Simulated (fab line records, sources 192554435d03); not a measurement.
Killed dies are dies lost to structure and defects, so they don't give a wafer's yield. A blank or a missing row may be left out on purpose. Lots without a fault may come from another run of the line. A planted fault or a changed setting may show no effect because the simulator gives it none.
Problem report in the 8D (eight disciplines) form, filled by code | flow n5_finfet | the parts of the form that need people (team, actions taken, sign-off) are left out

1. THE PROBLEM
etch_rf_on_time_s at N5_BEOL_M3_ETCH_63 reads a mean of 19.0 s on 3 wafers of 2 lots; wafers without a fault read 26.1 s with a standard deviation of 0.54. That is -13 standard deviations from the usual mean.
The step: etches SiARC in CF4, target depth 15.6 nm, time 26 s.
First seen on wafer L893.6, day 8 17:37, on rie_diel-01. The record holds 28 wafers of 10 lots with a number at this step. Rule for "out", or "out of limits": more than 4 standard deviations from the usual mean. The other wafers with a number count as sound.

2. WHAT IT IS AND WHAT IT IS NOT
question                    | is                     | is not
which readings at this step | etch_rf_on_time_s      | drypump_motor_current_A, rf_vpp_V, showerhead_plenum_p_Torr, throttle_valve_pct
which lots                  | L892, L893             | L885, L887, L888, L890, L901, L902, L903, L907
which wafers of those lots  | L892.5, L892.6, L893.6 | L893.4
read on which tools         | rie_diel-01            | rie_diel-05, rie_diel-06
when                        | from day 8 17:37       | up to then (13 sound wafers); but 12 sound wafers of L901, L902, L903, L907 came after

3. SUSPECTS, AND WHAT RULES EACH OUT
Counting: a tool at a process step up to the reading stays a suspect if it ran every lot that is out. Sound lots after the first of them don't rule it out here, since some wafers of a struck lot are sound.
- rie_diel-01 at N5_BEOL_M3_ETCH_63 (etches SiARC in CF4, target depth 15.6 nm, time 26 s): kept. It ran every lot that is out, first L893 (day 8 17:37); its last sound lot up to then is L888 (day 7 18:21). Its own readings are out on those wafers: etch_rf_on_time_s.
Left after counting: rie_diel-01 at N5_BEOL_M3_ETCH_63.

4. THE CAUSE (what the simulator had put in)
Process parameter drift: rie_diel-01, from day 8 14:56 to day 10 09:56, at N5_BEOL_M3_ETCH_63. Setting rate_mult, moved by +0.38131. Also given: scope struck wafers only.
Counting left only this tool.

5. THE CHAIN OF EFFECTS, in route order
Each row: a reading whose mean over the struck wafers that have a number lies more than 3 standard deviations from the usual. Only readings for which the record gives a usual standard deviation are gone through. hours: the time from each lot's start at the first step in this table that gives one to its start at this step, as a median over the lots. sigmas: the change in usual standard deviations.
hours | step               | reading           | usual  | on struck wafers | change | sigmas
0     | N5_BEOL_M3_ETCH_63 | etch_rf_on_time_s | 26.1 s | 19.0             | -7.1   | -13
The process steps in it:
- N5_BEOL_M3_ETCH_63: etches SiARC in CF4, target depth 15.6 nm, time 26 s.
Later measuring or inspecting steps at which every struck wafer that the step has a row for has a number for every such reading, and none has moved that far: N5_BEOL_M4_RC_MEAS_101.

6. WHAT WOULD HAVE CAUGHT IT SOONER
In this record the first reading out of limits was taken at day 8 17:37, 3 hours after the fault began at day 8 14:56.
